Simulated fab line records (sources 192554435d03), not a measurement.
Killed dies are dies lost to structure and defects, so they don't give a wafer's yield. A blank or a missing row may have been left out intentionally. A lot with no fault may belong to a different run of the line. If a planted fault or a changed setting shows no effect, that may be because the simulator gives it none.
Problem report in the 8D (eight disciplines) form, filled by code / flow n5-finfet / the parts of the form that need people (team, actions taken, sign-off) are left out

1. WHAT WENT WRONG
A mean of 112 is read at N5_PASSIVATION_PROBE_49 for killed_at_M0_to_M3, taken on 1 wafer of 1 lot, against 32 (standard deviation 9.6) on wafers free of any fault. Measured from the usual mean, that is +8.3 standard deviations.
The first sign was on wafer L507.3 at day 12 15:40, on prober-02. At this step, 30 wafers from 10 lots have a number in the record. Rule for "out" (also "out of limits"): further than 4 standard deviations from the usual mean. The rest of the wafers with a number are treated as sound.

2. WHAT IT IS, WHAT IT ISN'T
question=which readings at this step | is=killed_at_M0_to_M3, defect-limited-yield, killed-dies, sort_bin_5_function, sort-n-pass, sort-yield-pct | is not=killed_at_M4_up, killed-at-contacts, killed-at-front-end, killed-at-other, killed-open, killed-short, sort_bin_6_memory
question=which lots | is=L507 | is not=L502, L503, L513, L514, L515, L518, L519, L520, L522
question=which wafers of those lots | is=L507.3 | is not=L507.2, L507.4
question=read on which tools | is=prober-02 | is not=prober-01
question=when | is=from day 12 15:40 | is not=up to then (7 sound wafers); but 22 sound wafers of L507, L513, L514, L515, L518, L519, L520, L522 came after

3. SUSPECTS, AND WHAT RULES EACH OUT
Counting: if a tool at a process step up to the reading ran every lot that is out, it stays a suspect. Sound lots after the first of them don't rule it out here, since some wafers of a struck lot are sound.
- pvd-sputter-03 at N5_BEOL_M2_SPUTTER_90 (material Cu, target thk 4.5 nm, time 8.29 s): kept. It processed L507, the lot that is out, at day 8 07:02, and its most recent sound lot before then was L502 at day 7 04:28.
- rie-diel-03 at N5_PASSIVATION_DESCUM_32 (chemistry O2, time 7.9 s): kept. It ran the lot that is out, L507 (day 12 10:40).
- rie-diel-03 at N5_PASSIVATION_DESCUM_46 (chemistry O2, time 7.9 s): kept. It ran the lot that is out, L507 (day 12 12:31).
- prober-02 at N5_PASSIVATION_PROBE_49: kept. It ran the lot that is out, L507 (day 12 15:37). Its own readings are out on those wafers: defect-limited-yield, killed_at_M0_to_M3, killed-dies, sort_bin_5_function, sort-n-pass, sort-yield-pct.
- Within rie-diel-03 at N5_PASSIVATION_DESCUM_32: the wafers that are out ran in chamber 3; their sound lot-mates ran in chambers 0, 1.
- Within rie-diel-03 at N5_PASSIVATION_DESCUM_46: the wafers that are out ran in chamber 0; their sound lot-mates ran in chambers 2, 3.
Left after counting: pvd-sputter-03 at N5_BEOL_M2_SPUTTER_90, rie-diel-03 at N5_PASSIVATION_DESCUM_32, rie-diel-03 at N5_PASSIVATION_DESCUM_46, prober-02 at N5_PASSIVATION_PROBE_49.

4. THE CAUSE (what the simulator had put in)
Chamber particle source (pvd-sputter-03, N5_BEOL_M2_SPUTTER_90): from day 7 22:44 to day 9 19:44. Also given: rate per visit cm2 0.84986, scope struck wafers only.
4 suspects survive the count, and this tool is in that group.

5. THE EFFECT CHAIN, in route order
Rows list readings where the struck wafers' mean (over those with a number) sits beyond 3 standard deviations from the usual. Only readings whose record carries a usual standard deviation are examined. hours: median over the lots of the time between each lot's start at the first step of this table that gives one and its start at this step. sigmas: the change, counted in usual standard deviations.
hours=0; step=N5_PASSIVATION_PROBE_49; reading=defect-limited-yield; usual=91.0 %; on struck wafers=83.8; change=-7.2; sigmas=-4.8
hours=0; step=N5_PASSIVATION_PROBE_49; reading=killed_at_M0_to_M3; usual=32; on struck wafers=112; change=+80; sigmas=+8.3
hours=0; step=N5_PASSIVATION_PROBE_49; reading=killed-dies; usual=106; on struck wafers=191; change=+85; sigmas=+4.7
hours=0; step=N5_PASSIVATION_PROBE_49; reading=killed-on-rim; usual=14; on struck wafers=30; change=+16; sigmas=+3.8
hours=0; step=N5_PASSIVATION_PROBE_49; reading=sort_bin_5_function; usual=5.3 %; on struck wafers=9.5; change=+4.2; sigmas=+4.3
hours=0; step=N5_PASSIVATION_PROBE_49; reading=sort-n-pass; usual=1074; on struck wafers=989; change=-85; sigmas=-4.7
hours=0; step=N5_PASSIVATION_PROBE_49; reading=sort-yield-pct; usual=91.0 %; on struck wafers=83.8; change=-7.2; sigmas=-4.8
Its process steps:
- N5_PASSIVATION_PROBE_49

6. HOW IT WOULD HAVE BEEN CAUGHT EARLIER
First out-of-limits reading in this record: day 12 15:40, which is 113 hours after fault onset at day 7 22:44.
Of the tool readings at N5_BEOL_M2_SPUTTER_90 for which the record gives a usual standard deviation, none was out on any struck wafer, so an alarm limit of 4 standard deviations on them would not have fired.
The start of N5_BEOL_M2_SPUTTER_90 on pvd-sputter-03 came by day 12 15:40 for every one of the lots that are out (1). Had the tool been put on hold then, not one of them would have been saved.
